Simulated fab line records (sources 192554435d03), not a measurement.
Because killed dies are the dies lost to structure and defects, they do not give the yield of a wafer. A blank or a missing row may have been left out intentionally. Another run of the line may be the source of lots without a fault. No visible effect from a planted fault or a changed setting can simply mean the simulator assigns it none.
Chamber matching ; flow n5 finfet ; N5_HKMG_FIN_ETCH_31 on rie diel-04: 4 sister chambers
The step etches SiARC in CF4, target depth 45.5 nm, time 75.8 s. 16 wafers are shown with their chamber, then 8 later ones without.

EACH WAFER AND ITS CHAMBER
wafer;chamber;drypump motor current A (A);showerhead plenum p Torr (Torr);throttle valve pct (%)
L079.1;2;6.3;2.25;15.55
L079.2;0;4.9;2.09;15.65
L079.3;1;5.8;2.22;15.52
L084.1;1;5.8;2.21;15.56
L084.2;3;6.3;2.17;15.26
L084.3;2;6.3;2.25;15.58
L088.1;1;5.8;2.21;15.57
L088.2;3;6.3;2.16;15.28
L088.5;1;5.8;2.21;15.56
L092.1;3;6.3;2.16;15.31
L092.4;0;5.0;2.09;15.71
L092.6;0;5.0;2.08;15.72
L094.1;3;6.3;2.16;15.27
L094.2;2;6.3;2.24;15.62
L094.5;3;6.3;2.16;15.31
L093.3;2;6.2;2.24;15.61

SIGNATURES, as means of the wafers listed above
reading;chamber 0;chamber 1;chamber 2;chamber 3;scatter within a chamber
drypump motor current A;4.967;5.800;6.275;6.300;0.0344
showerhead plenum p Torr;2.0867;2.2125;2.2450;2.1620;0.00518
throttle valve pct;15.6933;15.5525;15.5900;15.2860;0.0281
Rule: a wafer lies at a distance from a chamber equal to the root of the sum of squares, over the readings, of (its reading less the chamber's mean, divided by the reading's scatter). The wafer belongs to the nearest chamber; if the next one is less than 2 further off, it can't be placed. The scatter is the square root of a quotient: the sum, over the shown wafers, of each reading's squared deviation from its chamber's mean, divided by wafers minus chambers.

WAFERS MISSING THEIR CHAMBER
wafer;drypump motor current A (A);showerhead plenum p Torr (Torr);throttle valve pct (%)
L093.4;6.3;2.16;15.29
L093.5;5.8;2.21;15.59
L095.1;5.8;2.21;15.60
L095.2;6.3;2.24;15.62
L095.5;5.8;2.21;15.59
L096.1;4.9;2.08;15.73
L096.2;6.3;2.16;15.32
L096.6;5.8;2.21;15.60

WHICH CHAMBER EACH WENT THROUGH
wafer;from the rows above;in truth
L093.4;3;3
L093.5;1;1
L095.1;1;1
L095.2;2;2
L095.5;1;1
L096.1;0;0
L096.2;3;3
L096.6;1;1
8 of 8 placed correctly. Number that these rows cannot place: 0. Placed wrongly: 0.
